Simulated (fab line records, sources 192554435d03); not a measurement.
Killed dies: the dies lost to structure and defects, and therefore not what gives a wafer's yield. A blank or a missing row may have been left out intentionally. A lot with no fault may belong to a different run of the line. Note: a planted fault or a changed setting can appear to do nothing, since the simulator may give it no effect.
Which tool did it? + flow n5-finfet + 12 lots (36 wafers sampled), 1 step of a 1938-step route

== WHAT EACH GAUGE READ, for each wafer ==
N5_BEOL_M1_INSPECT_59: inspects for defects (darkfield).
| lot  | measured     | on                | raw-defect-count |
|------|--------------|-------------------|------------------|
| L075 | day 6 18:00  | defect-inspect-01 | 67 78 64         |
| L077 | day 7 12:01  | defect-inspect-02 | 38 69 73         |
| L080 | day 7 22:51  | defect-inspect-01 | 99 60 49         |
| L079 | day 8 03:24  | defect-inspect-01 | 53 60 53         |
| L082 | day 9 02:00  | defect-inspect-02 | 79 80 43         |
| L085 | day 9 12:35  | defect-inspect-01 | 96 93 66         |
| L087 | day 9 22:11  | defect-inspect-01 | 60 52 45         |
| L089 | day 10 15:19 | defect-inspect-02 | 82 61 115        |
| L091 | day 11 07:37 | defect-inspect-01 | 60 98 40         |
| L093 | day 11 12:52 | defect-inspect-02 | 64 70 64         |
| L095 | day 12 05:20 | defect-inspect-02 | 87 77 90         |
| L097 | day 12 08:27 | defect-inspect-01 | 56 142 64        |

== WHAT TOOL EACH LOT RAN ON (gives the tool, then ch and the chambers of the sampled wafers, and finally the start) ==
Before these readings, the record contains no process step.

== THE ANSWER, worked out from the rows above alone ==
Rule: the lots themselves supply what counts as usual. The widest of any qualifying gaps counts: lots, ordered by their means at a reading, are off when they make up no more than a third of the lots, leave a main group of 4 or more, and stand apart from it by 3 or more times the standard deviation of that group's means. If all means in a main group match to the digits the tables above print for the reading, that group is not used. Also off: a lot with no number at a reading for which 4 or more lots have one. The other lots that the step has rows for count as sound.
No lot is off at any reading shown: from this, nothing can be told.

== WHAT THE SIMULATOR PUT IN ==
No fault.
